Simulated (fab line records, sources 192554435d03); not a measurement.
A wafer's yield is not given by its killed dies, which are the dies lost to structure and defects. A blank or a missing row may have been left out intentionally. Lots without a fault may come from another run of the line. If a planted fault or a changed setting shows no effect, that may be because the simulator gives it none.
Split-lot experiment	flow n5_finfet	33 wafers read from 7 lots, route of 1938 steps

== THE SPLIT ITSELF ==
At N5_BEOL_M7_TRENCH_ETCH_37 (etches SiCOH lowk in C4F6/O2, target depth 93.478 nm, time 31.2 s), the setting target_depth_a was moved away from the recipe's 934.78 angstrom on 16 of the 33 wafers read, by -56.4% to +29.5%. For the rest of the wafers, this setting stayed at what the recipe calls for.

== FROM THE SPLIT TO THE READING: what the file shows between them, 8 steps ==
- N5_BEOL_M7_ETCH_41: etches SiCN in CH3F/O2, target depth 31.9 nm, time 57.8 s
- N5_BEOL_M7_STRIP_80: strips in N2/H2, time 10 s
- N5_BEOL_M7_OCD_MEAS_38
- N5_BEOL_M7_HM_STRIP_39: strips TiN in peroxide tin strip, target depth 25 nm, time 158 s
- N5_BEOL_M7_SRD_40: time 30 s
- N5_BEOL_M7_ECD_50: material Cu, target thk 300 nm
- N5_BEOL_M7_ANNEAL_51: time 90 s
- N5_BEOL_M7_CMP_52: polishes, stops on SiCOH lowk, t overpolish 6.9 s, target thk 80 nm

== THE READING ==
M7_THK, in nm, at N5_BEOL_M7_THK_MEAS_53 (measures by xrf). Typical for fault-free wafers on this fab line: 81.1 nm, with standard deviation 2.2 nm.

wafer	tool, chamber at the split	target_depth_a as run, angstrom	against the recipe	M7_THK, nm	against lot-mates on the recipe
L074.4	rie_diel-06, 0	934.78	recipe	76.8	-
L074.5	rie_diel-06, 1	934.78	recipe	77.3	-
L074.6	rie_diel-06, 0	934.78	recipe	78.4	-
L078.1	rie_diel-06, 1	1189	+27.2%	103.9	+22.5
L078.2	rie_diel-06, 0	934.78	recipe	79.5	-
L078.3	rie_diel-06, 3	934.78	recipe	82.4	-
L078.4	rie_diel-06, 2	1189	+27.2%	105.2	+23.8
L078.5	rie_diel-06, 3	934.78	recipe	82.4	-
L078.6	rie_diel-06, 2	1189	+27.2%	104.1	+22.7
L082.3	rie_diel-03, 3	567.4	-39.3%	42.0	-38.3
L082.5	rie_diel-03, 3	934.78	recipe	80.3	-
L082.6	rie_diel-03, 1	567.4	-39.3%	43.2	-37.1
L083.1	rie_diel-05, 2	934.78	recipe	82.3	-
L083.2	rie_diel-05, 0	407.6	-56.4%	25.9	-55.0
L083.3	rie_diel-05, 3	407.6	-56.4%	26.2	-54.7
L083.4	rie_diel-05, 1	934.78	recipe	81.0	-
L083.5	rie_diel-05, 3	934.78	recipe	79.5	-
L083.6	rie_diel-05, 2	407.6	-56.4%	27.6	-53.3
L084.1	rie_diel-06, 2	1211	+29.5%	106.4	+24.3
L084.2	rie_diel-06, 1	1211	+29.5%	105.8	+23.7
L084.3	rie_diel-06, 0	934.78	recipe	83.1	-
L084.4	rie_diel-06, 3	1211	+29.5%	110.5	+28.4
L084.5	rie_diel-06, 0	934.78	recipe	80.8	-
L084.6	rie_diel-06, 3	934.78	recipe	82.5	-
L087.1	rie_diel-03, 1	1188	+27.1%	109.2	+27.9
L087.2	rie_diel-03, 3,2	1188	+27.1%	106.7	+25.4
L087.3	rie_diel-03, 0	934.78	recipe	81.7	-
L087.4	rie_diel-03, 2	934.78	recipe	80.2	-
L087.5	rie_diel-03, 3,2	1188	+27.1%	107.3	+26.0
L087.6	rie_diel-03, 3	934.78	recipe	81.9	-
L093.2	rie_diel-05, 0	1135	+21.4%	105.6	+21.2
L093.4	rie_diel-05, 2	1135	+21.4%	104.9	+20.5
L093.6	rie_diel-05, 0	934.78	recipe	84.4	-
When a row names more than one chamber, that row covers several wafers, and the file does not tell which wafer ran in which chamber.

FIT RESULTS
A straight line over all 33 wafers: M7_THK changes by +0.958 nm for each +1% of target_depth_a; r = +1.00; the points scatter about the line by 2.2 nm.
The same after taking each lot's own level away (the mean of its wafers on the recipe; 33 wafers): +0.94 nm for each +1%; r = +1.00; scatter 1.6 nm.
On that fit, the largest move of target_depth_a shifts the reading by 53 nm.
From 77.50 to 84.40 nm: that is the span of the lots' own levels, equal to 3.1 times the standard deviation above.
Consequently the slope shifts little with the lot-to-lot level, the two slopes agreeing.
Check: for one of the wafers moved furthest among these (-56.4%), held out of the fit, the line's prediction against its lot-mates is -53.1 nm. Against them it came out at -55 nm.

== THE WHOLE CHAIN: every reading that the file lists as answering this split, in the file's order ==
step	what it does	reading	change (the file's fit)	r (the file's)
N5_BEOL_M7_TRENCH_ETCH_37	etches SiCOH lowk in C4F6/O2, target depth 93.478 nm, time 31.2 s	BEOL_M7.feature_depth_nm (the simulator's own value, which no gauge read)	+0.925 nm for each +1% of the setting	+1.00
N5_BEOL_M7_TRENCH_ETCH_37	etches SiCOH lowk in C4F6/O2, target depth 93.478 nm, time 31.2 s	etch.depth_nm (the simulator's own value, which no gauge read)	+0.925 nm for each +1% of the setting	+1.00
N5_BEOL_M7_TRENCH_ETCH_37	etches SiCOH lowk in C4F6/O2, target depth 93.478 nm, time 31.2 s	TiN_of_BEOL_M7_HM_DEP_02.thk_nm (the simulator's own value, which no gauge read)	-0.0284 nm for each +1% of the setting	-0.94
N5_BEOL_M7_OCD_MEAS_38		trench_depth_nm	+0.919 nm for each +1% of the setting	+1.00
N5_BEOL_M7_CMP_52	polishes, stops on SiCOH lowk, t overpolish 6.9 s, target thk 80 nm	Cu_of_BEOL_M7_ECD_50.thk_nm (the simulator's own value, which no gauge read)	+0.942 nm for each +1% of the setting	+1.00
N5_BEOL_M7_THK_MEAS_53	measures by xrf	M7_THK	+0.937 for each +1% of the setting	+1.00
N5_BEOL_M7_RS_MEAS_57	measures by four-point-probe	M7_RS	not straight: 1.163 at the lowest setting, 0.284 at the recipe, 0.204 at the highest	not given

== FILE'S OWN FIT ==
M7_THK changes by +0.937 nm for each +1% of target_depth_a, r = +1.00.
